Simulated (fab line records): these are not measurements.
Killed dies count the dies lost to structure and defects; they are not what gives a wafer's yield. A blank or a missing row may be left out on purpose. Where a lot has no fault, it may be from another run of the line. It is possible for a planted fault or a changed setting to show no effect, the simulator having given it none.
Split-lot trial / flow n5-finfet / on a route of 1938 steps: 7 lots, 21 wafers read

## THE SPLIT ITSELF
At N5_MIM_BOT_SPUTTER_00 (material TiN, target thk 35 nm, time 89.7 s), the setting time-s was moved away from the recipe's 89.7 s on 9 of the 21 wafers read, by -11.7% to +13.2%. This setting was run at the recipe's value on the other wafers.

The reading is taken at the split's own step.

## THE READING
TiN_of_MIM_BOT_SPUTTER_00.thk-nm (the simulator's own value, which no gauge read), in nm, at N5_MIM_BOT_SPUTTER_00 (material TiN, target thk 35 nm, time 89.7 s). No usual value for it is given in the file. Average 35.2 nm, standard deviation 0.73 nm, over the 12 wafers here run with the recipe.

wafer=L079.2; tool, chamber at the split=pvd-sputter-03, -; time-s as run, s=89.7; against the recipe=recipe; TiN_of_MIM_BOT_SPUTTER_00.thk-nm, nm=35.6; against lot-mates on the recipe=-
wafer=L079.5; tool, chamber at the split=pvd-sputter-03, -; time-s as run, s=89.7; against the recipe=recipe; TiN_of_MIM_BOT_SPUTTER_00.thk-nm, nm=35.2; against lot-mates on the recipe=-
wafer=L079.6; tool, chamber at the split=pvd-sputter-03, -; time-s as run, s=101.5; against the recipe=+13.2%; TiN_of_MIM_BOT_SPUTTER_00.thk-nm, nm=40.8; against lot-mates on the recipe=+5.4
wafer=L081.1; tool, chamber at the split=pvd-sputter-01, -; time-s as run, s=101.2; against the recipe=+12.8%; TiN_of_MIM_BOT_SPUTTER_00.thk-nm, nm=39.2; against lot-mates on the recipe=+4.2
wafer=L081.3; tool, chamber at the split=pvd-sputter-01, -; time-s as run, s=89.7; against the recipe=recipe; TiN_of_MIM_BOT_SPUTTER_00.thk-nm, nm=35; against lot-mates on the recipe=-
wafer=L081.5; tool, chamber at the split=pvd-sputter-01, -; time-s as run, s=101.2; against the recipe=+12.8%; TiN_of_MIM_BOT_SPUTTER_00.thk-nm, nm=39.4; against lot-mates on the recipe=+4.4
wafer=L083.1; tool, chamber at the split=pvd-sputter-01, -; time-s as run, s=89.7; against the recipe=recipe; TiN_of_MIM_BOT_SPUTTER_00.thk-nm, nm=35; against lot-mates on the recipe=-
wafer=L083.3; tool, chamber at the split=pvd-sputter-01, -; time-s as run, s=99.92; against the recipe=+11.4%; TiN_of_MIM_BOT_SPUTTER_00.thk-nm, nm=38.4; against lot-mates on the recipe=+3.4
wafer=L083.4; tool, chamber at the split=pvd-sputter-01, -; time-s as run, s=99.92; against the recipe=+11.4%; TiN_of_MIM_BOT_SPUTTER_00.thk-nm, nm=38.8; against lot-mates on the recipe=+3.8
wafer=L084.2; tool, chamber at the split=pvd-sputter-01, -; time-s as run, s=89.7; against the recipe=recipe; TiN_of_MIM_BOT_SPUTTER_00.thk-nm, nm=34.2; against lot-mates on the recipe=-
wafer=L084.5; tool, chamber at the split=pvd-sputter-01, -; time-s as run, s=89.7; against the recipe=recipe; TiN_of_MIM_BOT_SPUTTER_00.thk-nm, nm=34.8; against lot-mates on the recipe=-
wafer=L084.6; tool, chamber at the split=pvd-sputter-01, -; time-s as run, s=89.7; against the recipe=recipe; TiN_of_MIM_BOT_SPUTTER_00.thk-nm, nm=34.4; against lot-mates on the recipe=-
wafer=L091.2; tool, chamber at the split=pvd-sputter-02, -; time-s as run, s=89.7; against the recipe=recipe; TiN_of_MIM_BOT_SPUTTER_00.thk-nm, nm=34.6; against lot-mates on the recipe=-
wafer=L091.4; tool, chamber at the split=pvd-sputter-02, -; time-s as run, s=80.34; against the recipe=-10.4%; TiN_of_MIM_BOT_SPUTTER_00.thk-nm, nm=31.8; against lot-mates on the recipe=-2.9
wafer=L091.6; tool, chamber at the split=pvd-sputter-02, -; time-s as run, s=89.7; against the recipe=recipe; TiN_of_MIM_BOT_SPUTTER_00.thk-nm, nm=34.8; against lot-mates on the recipe=-
wafer=L094.1; tool, chamber at the split=pvd-sputter-03, -; time-s as run, s=89.7; against the recipe=recipe; TiN_of_MIM_BOT_SPUTTER_00.thk-nm, nm=36.2; against lot-mates on the recipe=-
wafer=L094.2; tool, chamber at the split=pvd-sputter-03, -; time-s as run, s=79.22; against the recipe=-11.7%; TiN_of_MIM_BOT_SPUTTER_00.thk-nm, nm=31.6; against lot-mates on the recipe=-4.6
wafer=L094.3; tool, chamber at the split=pvd-sputter-03, -; time-s as run, s=79.22; against the recipe=-11.7%; TiN_of_MIM_BOT_SPUTTER_00.thk-nm, nm=31; against lot-mates on the recipe=-5.2
wafer=L095.1; tool, chamber at the split=pvd-sputter-03, -; time-s as run, s=89.7; against the recipe=recipe; TiN_of_MIM_BOT_SPUTTER_00.thk-nm, nm=36.4; against lot-mates on the recipe=-
wafer=L095.3; tool, chamber at the split=pvd-sputter-03, -; time-s as run, s=89.7; against the recipe=recipe; TiN_of_MIM_BOT_SPUTTER_00.thk-nm, nm=36.4; against lot-mates on the recipe=-
wafer=L095.2; tool, chamber at the split=pvd-sputter-03, -; time-s as run, s=85.5; against the recipe=-4.7%; TiN_of_MIM_BOT_SPUTTER_00.thk-nm, nm=34.4; against lot-mates on the recipe=-2.0

THE FIT
A straight line over all 21 wafers: TiN_of_MIM_BOT_SPUTTER_00.thk-nm changes by +0.331 nm for each +1% of time-s; r = +0.97; the points scatter about the line by 0.69 nm.
The same after taking each lot's own level away (the mean of its wafers on the recipe; 21 wafers): +0.36 nm for each +1%; r = +0.99; scatter 0.42 nm.
The reading moves by 4.7 nm for the largest change in time-s, on that fit.
The span of the lots' own levels, 34.47 to 36.40 nm, comes to 2.6 times the standard deviation stated above.
Consequently the slope shifts little with the lot-to-lot level, the two slopes agreeing.
Check: with one of the wafers moved furthest among these (+13.2%) left out of the fit, the line predicts +4.49 nm for it against its lot-mates. It came out at +5.4 nm against them.

## THE OTHER SPLITS THESE WAFERS WENT THROUGH
Other splits were also applied to these wafers ahead of the reading. Each is held against what the fit with the lots' levels taken away leaves over:
other split on the same wafers=N5_BEOL_M15_COAT_58 spin-rpm; wafers away from the commonest value=3; r with TiN_of_MIM_BOT_SPUTTER_00.thk-nm (lot level and that fit taken away)=+0.09

## THE FILE'S OWN FIT
TiN_of_MIM_BOT_SPUTTER_00.thk-nm changes by +0.359 nm for each +1% of time-s, r = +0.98.
